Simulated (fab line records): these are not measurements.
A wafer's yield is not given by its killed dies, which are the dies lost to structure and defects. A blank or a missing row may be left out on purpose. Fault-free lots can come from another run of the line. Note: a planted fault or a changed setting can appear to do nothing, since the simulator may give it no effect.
Matching of chambers + flow nand harc + NHARC_A_STAIRCASE_DEP_471 on pecvd-02 has 3 sister chambers
The step deposits SiO2, target thk 100 nm. 6 wafers are shown with their chamber, then 12 later ones without.

## WAFERS PAIRED WITH THEIR CHAMBERS
| wafer  | chamber | throttle valve pct (%) | heater power w (W) |
|--------|---------|------------------------|--------------------|
| L086.5 | 2       | 15.4                   | 768                |
| L088.3 | 1       | 15.9                   | 566                |
| L088.5 | 0       | 17.0                   | 699                |
| L091.2 | 2       | 15.1                   | 734                |
| L091.4 | 0       | 15.9                   | 610                |
| L091.6 | 1       | 15.9                   | 576                |

## WAFERS WHOSE CHAMBER IS MISSING
| wafer  | throttle valve pct (%) | heater power w (W) |
|--------|------------------------|--------------------|
| L095.1 | 15.0                   | 787                |
| L095.3 | 16.3                   | 610                |
| L095.4 | 15.6                   | 564                |
| L095.2 | 15.6                   | 547                |
| L095.5 | 15.1                   | 784                |
| L095.6 | 16.0                   | 595                |
| L093.1 | 15.7                   | 590                |
| L093.4 | 15.2                   | 793                |
| L093.6 | 15.5                   | 590                |
| L096.1 | 15.2                   | 646                |
| L096.3 | 15.5                   | 585                |
| L096.4 | 15.2                   | 655                |

## WHICH CHAMBER EACH ONE RAN IN
| wafer  | from the rows above          | in truth |
|--------|------------------------------|----------|
| L095.1 | 2                            | 2        |
| L095.3 | can't be placed: 0 or 1      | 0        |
| L095.4 | 1                            | 1        |
| L095.2 | 1                            | 1        |
| L095.5 | 2                            | 2        |
| L095.6 | can't be placed: 1 or 0      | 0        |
| L093.1 | can't be placed: 1 or 0      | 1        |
| L093.4 | 2                            | 2        |
| L093.6 | can't be placed: 1 or 0      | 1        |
| L096.1 | can't be placed: 1 or 2 or 0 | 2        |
| L096.3 | can't be placed: 1 or 0      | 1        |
| L096.4 | can't be placed: 2 or 1 or 0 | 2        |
Correct placement for 5 of the 12. Can't be placed from these rows: 7 (the true chamber is among the candidates in 7). Wrongly placed: 0.
How it was worked out, from the rows above alone: a wafer's distance from a chamber is the root of the sum, over the readings, of the square of ((its reading less the chamber's mean) divided by the reading's scatter). If the next closest chamber is less than 2 further off than the closest, the wafer can't be placed; otherwise it belongs to the closest. The mean given for a chamber averages the wafers shown for that chamber. How the scatter is found: for the shown wafers, subtract from each reading the mean of its chamber, square and add these, divide the total by (wafers less chambers), then take the root.
